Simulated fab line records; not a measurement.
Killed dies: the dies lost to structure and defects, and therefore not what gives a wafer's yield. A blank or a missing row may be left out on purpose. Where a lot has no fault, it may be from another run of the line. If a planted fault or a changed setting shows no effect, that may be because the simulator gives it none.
fab line records	flow nand-harc
record: lots: 12	wafers: 36	last-day: 24
route steps=1159 shown P_M2@331 END@1159
lots that met no fault: from a run of the same line without faults
start-h: hours from the record's opening day to when the first of the lot's shown wafers began	wait-h: hours from the lot's prior step to this one	" unchanged from the row above	L1.1+2: several wafers, shown together as one row	- no value, or no start given	* or withheld: withheld	< > ~ a bound
route shown NAME@n: NAME is a module with steps in the file, n the number in the route of the first one	usual: mean/standard deviation taken from wafers without a fault	same: alike in all rows	chamber/n: place in a boat	sites: the reading at each site	_std_site: standard deviation across them	_edge_site: mean of outer sites minus mean of inner sites	radius-mm: how far each site lies from the wafer's centre	mask NAME#n: copy n	behind: the last tool/chamber to shape the wafer	hold: what put the lot on hold/how long, in hours/how the hold closed	device: the n, p or np transistor that did not switch	end of line: tests of these same wafers at the route's end	a step with no rows: only its recipe	killed: at the first sort, the dies lost to defects and structure; wafer yield is something else	map: a wafer's dies, marking killed ones x, the rest . and places with no die _
set.NAME: the setting as run; set.NAME@STEP: as run at that earlier step	model.NAME: the simulator's own value behind a step, which no gauge read
a sample of lots followed through the steps of the route, with each step as a table and each wafer as a row
services: from which hour (start-h, from the record's first day; less than 0 if before it) a tool's chamber was out of use, for how many hours, and why
== steps ==
step: NHARC_P_M2_DESCUM_14
recipe: time-s: 3	o2-flow-sccm: 200	ar-flow-sccm: 0	bias-power-w: 0	chemistry: O2
usual: drypump-motor-current-A: 5.8/0.53	oes-product-au: 1.002/0.0099	rf-vpp-V: 57.7/0.98	showerhead-plenum-p-Torr: 1.91/0.099	throttle-valve-pct: 11.312/0.009
same: bias-power-w: 0
lot.wafer	tool	chamber	start-h	wait-h	drypump-motor-current-A	oes-product-au	rf-hours-counter-h	rf-vpp-V	showerhead-plenum-p-Torr	throttle-valve-pct
L360.1	rie-diel-07	0	126.59	0.1	5.9	1.003	13	59.5	1.96	11.307
L360.2	"	1	"	"	5.7	0.986	10	57.0	2.06	11.319
L360.5	"	3	"	"	5.7	0.986	-	57.8	1.83	11.316
L361.3	rie-diel-05	0	139.79	0.1	4.8	1.012	4	57.2	1.80	11.286
L361.1	"	1	"	"	5.8	1.000	6	59.1	1.97	11.308
L361.4	"	3	"	"	6.4	1.002	5	58.0	2.05	11.305
L364.4	rie-diel-05	2	143.42	0.1	6.0	1.022	6	57.7	1.85	11.310
L364.1	"	3	"	"	6.4	1.013	6	58.0	2.05	11.326
L364.3	"	0	"	"	4.8	1.014	4	56.1	1.80	11.313
L365.3	rie-diel-05	2	150.62	0.1	5.9	0.998	6	58.1	1.85	11.315
L365.4	"	3	"	"	6.4	1.009	6	57.5	2.05	11.303
L365.1	"	0	"	"	4.8	0.995	5	59.0	1.80	11.314
L366.3	rie-diel-05	3	158.92	0.1	6.4	1.013	6	58.4	2.05	11.323
L366.4	"	2	"	"	5.9	1.002	7	56.3	1.85	11.325
L366.6	"	0	"	"	4.8	1.009	-	58.1	1.80	11.329
L367.1	rie-diel-03	1	170.33	0.1	6.1	1.006	37	58.4	1.78	11.319
L367.2	"	3	"	"	6.1	1.002	47	57.2	1.91	11.304
L367.6	"	1	"	"	6.1	0.996	-	57.2	1.78	11.307
L369.2	rie-diel-05	0	174.90	0.1	4.8	1.001	0	56.8	1.80	11.318
L369.1	"	2	"	"	6.0	1.017	0	57.9	1.85	11.312
L369.6	"	1	"	"	5.8	0.993	-	56.9	1.97	11.336
L368.1	rie-diel-05	0	175.49	0.1	4.8	0.984	0	58.0	1.80	11.314
L368.2	"	1	"	"	5.8	0.982	0	58.8	1.97	11.303
L368.5	"	2	"	"	5.9	1.016	-	57.9	1.85	11.296
L378.4	rie-diel-05	1	234.48	0.1	5.8	0.991	2	58.6	1.97	11.305
L378.6	"	1	"	"	5.8	0.995	-	57.2	1.97	11.317
L378.5	"	2	"	"	5.9	1.009	-	57.5	1.85	11.308
L379.3	rie-diel-03	0	242.55	0.1	5.8	1.002	7	57.0	1.90	11.311
L379.4	"	1	"	"	6.1	0.999	6	56.6	1.77	11.319
L379.6	"	3	"	"	6.2	1.004	-	58.0	1.91	11.305
L382.2	rie-diel-03	0	255.99	0.1	5.8	1.010	11	55.6	1.90	11.318
L382.3	"	1	"	"	6.1	1.008	11	56.7	1.77	11.306
L382.6	"	0	"	"	5.9	1.006	-	57.4	1.90	11.311
L383.4	rie-diel-05	3	256.75	0.1	6.4	1.003	3	59.4	2.04	11.315
L383.2	"	0	"	"	4.8	0.991	3	57.3	1.80	11.309
L383.6	"	3	"	"	6.4	1.015	-	57.4	2.04	11.314
step: NHARC_P_M2_PRE_CLEAN_30
recipe: time-s: 30	temp-c: 280	gas: H2/He
usual: heater-power-w: 376/31
lot.wafer	tool	chamber	start-h	wait-h	heater-power-w
L360.2	pvd-sputter-01	-	-	-	324
L360.1	"	-	"	"	388
L360.5	"	-	"	"	370
L361.1	pvd-sputter-01	-	-	-	391
L361.3	"	-	"	"	371
L361.4	"	-	"	"	330
L364.1	pvd-sputter-01	-	-	-	335
L364.3	"	-	"	"	369
L364.4	"	-	"	"	378
L365.4	pvd-sputter-01	-	-	-	373
L365.1	"	-	"	"	385
L365.3	"	-	"	"	385
L366.4	pvd-sputter-02	-	-	-	385
L366.3	"	-	"	"	465
L366.6	"	-	"	"	391
L367.1	pvd-sputter-03	-	-	-	381
L367.2	"	-	"	"	332
L367.6	"	-	"	"	332
L369.2	pvd-sputter-03	-	-	-	398
L369.1	"	-	"	"	377
L369.6	"	-	"	"	403
L368.2	pvd-sputter-03	-	-	-	386
L368.1	"	-	"	"	395
L368.5	"	-	"	"	325
L378.4	pvd-sputter-03	-	-	-	401
L378.6	"	-	"	"	400
L378.5	"	-	"	"	369
L379.4	pvd-sputter-01	-	-	-	375
L379.3	"	-	"	"	338
L379.6	"	-	"	"	363
L382.2	pvd-sputter-02	-	-	-	452
L382.3	"	-	"	"	389
L382.6	"	-	"	"	384
L383.4	pvd-sputter-02	-	-	-	383
L383.2	"	-	"	"	401
L383.6	"	-	"	"	388
step: NHARC_P_M2_ECD_22
recipe: target-thk-a: 4000	bath-temp-c: 25	material: Cu
lot.wafer	tool	chamber	start-h	wait-h
L360.1+2+5	ecd-cu-02	1,0,1	127.96	-
L361.1+3+4	ecd-cu-01	0,0,1	141.18	-
L364.1+4+3	ecd-cu-02	0,0,1	144.81	-
L365.1+3+4	ecd-cu-02	1,1,0	151.99	-
L366.4+3+6	ecd-cu-01	1,0,0	160.40	-
L367.2+1+6	ecd-cu-01	1,0,1	171.82	-
L369.2+1+6	ecd-cu-01	0,1,1	176.28	-
L369.2+1+6	ecd-cu-01	0,1,1	177.18	0.9
L368.2+1+5	ecd-cu-02	0,1,0	176.85	-
L368.2+1+5	ecd-cu-02	0,1,0	177.38	-
L378.4+6+5	ecd-cu-02	1,0,1	236.07	-
L379.4+3+6	ecd-cu-01	0,1,0	244.12	-
L382.2+3+6	ecd-cu-02	1,0,0	257.43	-
L383.2+4+6	ecd-cu-02	0,1,1	258.25	-
step: NHARC_P_M2_CMP_23
recipe: t-overpolish-s: 20	target-thk-nm: 144.3
usual: motor-current-A: 12.6/1.2	time-to-endpoint-s: 28.7/2.3
lot.wafer	tool	chamber	start-h	wait-h	motor-current-A	time-to-endpoint-s
L360.2	cmp-03	2	128.78	-	12.0	37.7
L360.1	"	1	"	"	11.1	34.6
L360.5	"	3	"	"	11.4	31.7
L361.1	cmp-01	3	141.90	-	13.5	29.6
L361.4	"	1	"	"	13.5	27.8
L361.3	"	2	"	"	11.6	32.1
L364.3	cmp-01	2	145.56	-	11.8	26.4
L364.1	"	3	"	"	13.1	25.4
L364.4	"	0	"	"	12.0	27.5
L365.3	cmp-01	3	152.71	-	13.2	29.8
L365.4	"	0	"	"	12.8	28.5
L365.1	"	2	"	"	11.5	27.3
L366.4	cmp-01	1	161.05	-	12.4	28.7
L366.3	"	3	"	"	13.3	28.3
L366.6	"	0	"	"	12.5	30.5
L367.2	cmp-01	2	172.54	-	11.2	28.6
L367.1	"	3	"	"	13.6	27.4
L367.6	"	2	"	"	11.0	29.2
L369.1	cmp-01	2	177.98	-	11.4	59.2
L369.2	"	3	"	"	13.1	57.2
L369.6	"	1	"	"	13.6	54.2
L368.2	cmp-01	2	178.16	-	11.1	58.3
L368.1	"	1	"	"	13.0	55.8
L368.5	"	2	"	"	11.0	56.6
L378.4	cmp-02	0	236.80	-	15.0	31.6
L378.5	"	1	"	"	12.5	28.3
L378.6	"	2	"	"	11.4	27.0
L379.4	cmp-01	0	244.78	-	12.5	30.4
L379.3	"	2	"	"	11.3	29.1
L379.6	"	0	"	"	12.4	27.4
L382.3	cmp-02	1	258.18	-	13.1	28.4
L382.2	"	3	"	"	11.4	32.3
L382.6	"	1	"	"	13.5	31.2
L383.2	cmp-02	1	259.00	-	13.2	27.9
L383.4	"	2	"	"	11.9	24.7
L383.6	"	0	"	"	14.7	27.6
step: NHARC_P_M2_THK_MEAS_24
recipe: thk-meas-gauge: xrf
usual: thk-nm: 144.1/1.4
lot.wafer	tool	chamber	start-h	wait-h	thk-nm
L360.1	film-metro-01	-	129.10	-	144.6
L360.2	"	-	"	"	146.3
L360.5	"	-	"	"	142.5
L361.1	film-metro-02	-	142.22	-	144.4
L361.3	"	-	"	"	145.3
L361.4	"	-	"	"	142.9
L364.1	film-metro-01	-	145.85	-	141.8
L364.3	"	-	"	"	144.2
L364.4	"	-	"	"	143.2
L365.1	film-metro-02	-	153.02	-	143.2
L365.3	"	-	"	"	143.2
L365.4	"	-	"	"	142.2
L366.3	film-metro-02	-	161.34	-	143.5
L366.4	"	-	"	"	142.9
L366.6	"	-	"	"	143.7
L367.1	film-metro-01	-	172.85	-	144.0
L367.2	"	-	"	"	143.9
L367.6	"	-	"	"	145.4
L369.1	film-metro-01	-	178.27	-	144.4
L369.2	"	-	"	"	146.8
L369.6	"	-	"	"	145.7
L368.1	film-metro-01	-	178.47	-	142.7
L368.2	"	-	"	"	141.6
L368.5	"	-	"	"	140.0
L378.4	film-metro-01	-	237.04	-	144.2
L378.5	"	-	"	"	145.3
L378.6	"	-	"	"	143.1
L379.3	film-metro-02	-	245.07	-	145.2
L379.4	"	-	"	"	143.9
L379.6	"	-	"	"	142.7
L382.2	film-metro-02	-	258.50	-	145.2
L382.3	"	-	"	"	145.6
L382.6	"	-	"	"	142.6
L383.2	film-metro-01	-	259.28	-	144.0
L383.4	"	-	"	"	142.8
L383.6	"	-	"	"	143.1
step: NHARC_END_SORT_01
recipe: temp-c: 25
usual: defect-limited-yield: 95.4/1.4	killed-at-array: 27/9.3	killed-at-other: 0.9/1.3	killed-at-periphery: 3.6/2.7	killed-dies: 31/9.7	killed-open: 3.3/1.8	killed-short: 2.0/1.5	sort_bin_2_pct: 1.4/0.63	sort_bin_3_pct: 0.25/0.21	sort_bin_4_pct: 2.9/0.93	sort-n-pass: 646/9.7	sort-rim-yield-pct: 95/3.1	sort-yield-pct: 95.4/1.4
same: gross-dies: 677	sort_bin_5_pct[%]: 0	sort_bin_6_pct[%]: 0	sort_bin_7_pct[%]: 0	sort_bin_8_pct[%]: 0	sort-rim-n-gross: 106.00
lot.wafer	tool	chamber	start-h	wait-h	defect-limited-yield[%]	killed-at-array	killed-at-other	killed-at-periphery	killed-dies	killed-open	killed-short	sort_bin_2_pct[%]	sort_bin_3_pct[%]	sort_bin_4_pct[%]	sort-n-pass	sort-rim-yield-pct[%]	sort-yield-pct[%]
L369.1	prober-01	0	480.72	2.5	94.4	30	4	4	38	4	2	1.2	0	4.4	639	89	94.4
L369.2	prober-01	0	481.51	2.8	90.7	59	0	4	63	5	6	3.8	0.59	4.9	614	89	90.7
L369.6	prober-01	0	484.69	4.0	94.1	31	0	9	40	2	4	1.6	0.59	3.7	637	91	94.1
L368.1	prober-02	0	487.91	2.5	96.3	21	0	4	25	5	0	1.3	0.30	2.1	652	97	96.3
L368.2	prober-02	0	488.70	2.8	97.2	18	0	1	19	2	4	0.6	0.15	2.1	658	97	97.2
L368.5	prober-02	0	491.07	3.7	95.9	25	1	2	28	4	2	1.8	0.15	2.2	649	95	95.9
L378.4	prober-02	0	543.44	3.4	96.2	25	0	1	26	5	3	0.6	0.15	3.1	651	90	96.2
L378.5	prober-02	0	544.25	3.7	95.6	28	0	2	30	4	2	0.9	0.44	3.1	647	94	95.6
L378.6	prober-02	0	545.06	4.0	95.7	27	0	2	29	1	1	1.3	0.59	2.4	648	100	95.7
L379.3	prober-01	0	558.20	3.1	96.5	17	0	7	24	2	3	0.9	0.15	2.5	653	94	96.5
L379.4	prober-01	0	559.00	3.4	96.8	14	1	7	22	2	3	1.2	0	2.1	655	98	96.8
L379.6	prober-01	0	560.62	4.0	97.8	11	1	3	15	2	0	1.0	0	1.2	662	98	97.8
L382.2	prober-02	0	571.22	2.8	93.6	37	5	1	43	2	2	1.9	0.89	3.5	634	90	93.6
L382.3	prober-02	0	572.03	3.1	93.1	45	1	1	47	2	1	2.4	0.15	4.4	630	100	93.1
L382.6	prober-02	0	574.45	4.0	95.0	29	5	0	34	3	1	1.9	0.30	2.8	643	98	95.0
killed by level:class
L369.1 A_CHANNEL_HOLE_D1:chamber-film-flake=10 A_SLIT:chamber-film-flake=10 A_CONTACT:chamber-film-flake=3 A_STAIRCASE:chamber-film-flake=3 A_M1:geometric-particle:short=2 THIN_TSV:chamber-film-flake=2 P_GATE:geometric-particle:open=1 A_ONON_D1:geometric-particle:open=1
L369.2 A_CHANNEL_HOLE_D1:chamber-film-flake=22 A_SLIT:chamber-film-flake=15 A_CONTACT:chamber-film-flake=11 A_WL_FILL:geometric-particle:open=2 A_M0:geometric-particle:short=2 P_CONTACT:chamber-film-flake=2 P_CONTACT:geometric-particle:open=1 P_M0:geometric-particle:short=1
L369.6 A_SLIT:chamber-film-flake=12 A_CHANNEL_HOLE_D1:chamber-film-flake=9 P_M2:chamber-film-flake=5 A_CONTACT:chamber-film-flake=3 P_CONTACT:chamber-film-flake=2 A_WL_FILL:chamber-film-flake=2 P_CONTACT:geometric-particle:short=1 P_M0:geometric-particle:open=1
L368.1 A_STAIRCASE:chamber-film-flake=7 A_CHANNEL_HOLE_D1:chamber-film-flake=6 A_CONTACT:chamber-film-flake=4 P_GATE:geometric-particle:open=1 P_CONTACT:geometric-particle:open=1 A_WL_FILL:geometric-particle:open=1 A_CONTACT:geometric-particle:open=1 A_M0:geometric-particle:open=1
L368.2 A_STAIRCASE:chamber-film-flake=6 A_SGD_CUT:chamber-film-flake=3 A_CHANNEL_FILL_D1:geometric-particle:short=2 A_CONTACT:chamber-film-flake=2 A_SOURCE_PLATE:geometric-particle:short=1 A_CONTACT:geometric-particle:short=1 A_CONTACT:geometric-particle:open=1 A_M0:geometric-particle:open=1
L368.5 A_STAIRCASE:chamber-film-flake=10 A_CONTACT:chamber-film-flake=4 A_CHANNEL_HOLE_D1:chamber-film-flake=3 P_CONTACT:chamber-film-flake=2 A_M0:geometric-particle:open=2 A_CHANNEL_HOLE_D1:geometric-particle:short=1 A_SGD_CUT:geometric-particle:open=1 A_WL_FILL:geometric-particle:short=1
L378.4 A_SLIT:chamber-film-flake=13 A_CHANNEL_HOLE_D1:chamber-film-flake=4 P_M1:geometric-particle:open=1 A_ONON_D1:geometric-particle:short=1 A_CHANNEL_FILL_D1:geometric-particle:open=1 A_WL_FILL:geometric-particle:short=1 A_BLC:geometric-particle:open=1 A_M0:geometric-particle:short=1
L378.5 A_SLIT:chamber-film-flake=16 A_CHANNEL_HOLE_D1:chamber-film-flake=3 A_CONTACT:chamber-film-flake=3 P_STI:geometric-particle:open=1 P_M0:geometric-particle:open=1 A_ONON_D1:geometric-particle:open=1 A_CHANNEL_HOLE_D1:geometric-particle:short=1 A_CHANNEL_FILL_D1:geometric-particle:short=1
L378.6 A_SLIT:chamber-film-flake=20 A_CHANNEL_HOLE_D1:chamber-film-flake=4 P_M1:geometric-particle:short=1 A_M0:geometric-particle:open=1 P_GATE:chamber-film-flake=1 A_CHANNEL_FILL_D1:chamber-film-flake=1 A_CONTACT:chamber-film-flake=1
L379.3 A_CONTACT:chamber-film-flake=8 A_CHANNEL_HOLE_D1:chamber-film-flake=6 P_GATE:chamber-film-flake=2 P_M0:geometric-particle:open=1 P_M0:geometric-particle:short=1 P_M1:geometric-particle:open=1 A_ONON_D1:geometric-particle:short=1 A_SGD_CUT:geometric-particle:short=1
L379.4 A_CONTACT:chamber-film-flake=7 A_CHANNEL_HOLE_D1:chamber-film-flake=3 P_M2:geometric-particle:short=2 P_STI:chamber-film-flake=2 P_GATE:chamber-film-flake=2 A_CHANNEL_FILL_D1:geometric-particle:short=1 A_WL_FILL:geometric-particle:open=1 A_M0:geometric-particle:open=1
L379.6 A_CHANNEL_HOLE_D1:chamber-film-flake=6 A_CONTACT:chamber-film-flake=4 P_M0:geometric-particle:open=1 A_CONTACT:geometric-particle:open=1 P_STI:chamber-film-flake=1 P_BONDPAD:chamber-film-flake=1 THIN_TSV:chamber-film-flake=1
L382.2 A_SLIT:chamber-film-flake=21 THIN_TSV:chamber-film-flake=5 A_CHANNEL_HOLE_D1:chamber-film-flake=4 A_STAIRCASE:chamber-film-flake=4 A_CONTACT:chamber-film-flake=3 A_SGD_CUT:geometric-particle:open=2 A_SOURCE_PLATE:geometric-particle:short=1 A_SGD_CUT:geometric-particle:short=1
L382.3 A_SLIT:chamber-film-flake=22 A_CONTACT:chamber-film-flake=9 A_CHANNEL_HOLE_D1:chamber-film-flake=6 A_STAIRCASE:chamber-film-flake=5 P_CONTACT:geometric-particle:short=1 A_CHANNEL_FILL_D1:geometric-particle:open=1 A_SLIT:geometric-particle:open=1 A_WL_FILL:chamber-film-flake=1
L382.6 A_SLIT:chamber-film-flake=13 A_CHANNEL_HOLE_D1:chamber-film-flake=7 THIN_TSV:chamber-film-flake=5 A_STAIRCASE:chamber-film-flake=2 A_CONTACT:chamber-film-flake=2 A_CHANNEL_HOLE_D1:geometric-particle:short=1 A_SGD_CUT:geometric-particle:open=1 A_CONTACT:geometric-particle:open=1
== services ==
tool	chamber	start-h	hours	kind
rie-diel-07	2	113.00	2.9	repair
cmp-03	-	119.21	0.5	repair
cmp-02	-	133.55	4.0	pm
rie-diel-05	2	134.01	4.2	repair
pvd-sputter-01	-	158.03	10.0	pm
cmp-03	-	158.41	4.0	pm
rie-diel-05	-	163.60	9.0	pm
ecd-cu-02	-	173.03	0.3	repair
cmp-02	-	176.60	2.6	repair
cmp-01	-	179.50	4.0	pm
ecd-cu-02	-	180.00	8.0	pm
cmp-01	-	186.85	1.1	repair
pvd-sputter-02	-	187.60	2.7	repair
rie-diel-05	1	195.22	6.1	repair
pvd-sputter-03	-	195.69	6.6	repair
rie-diel-05	2	197.80	8.4	repair
cmp-01	-	207.23	9.4	repair
rie-diel-03	-	215.30	9.0	pm
ecd-cu-01	-	225.89	2.1	repair
pvd-sputter-03	-	226.36	4.4	repair
pvd-sputter-02	-	231.39	10.0	pm
cmp-02	-	231.55	4.0	pm
cmp-01	-	239.13	1.4	repair
pvd-sputter-01	-	246.58	14.5	repair
== key ==
first-sign: step: NHARC_P_M2_ECD_22	reading: visit	direction: added
effect: step: NHARC_P_M2_CMP_23	reading: time-to-endpoint-s	direction: up	sigmas: 12	usual: *	struck: *
met-at NHARC_P_M2_ECD_22
struck-lots L368,L369
not-acting-at NHARC_P_M2_DESCUM_14,NHARC_P_M2_PRE_CLEAN_30,NHARC_P_M2_THK_MEAS_24
fault: kind: repeated-step-whole	tool: ecd-cu-01,ecd-cu-02	chamber: -	onset-h: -	steps: NHARC_P_M2_ECD_22	times: 1	scope: struck-lots-only
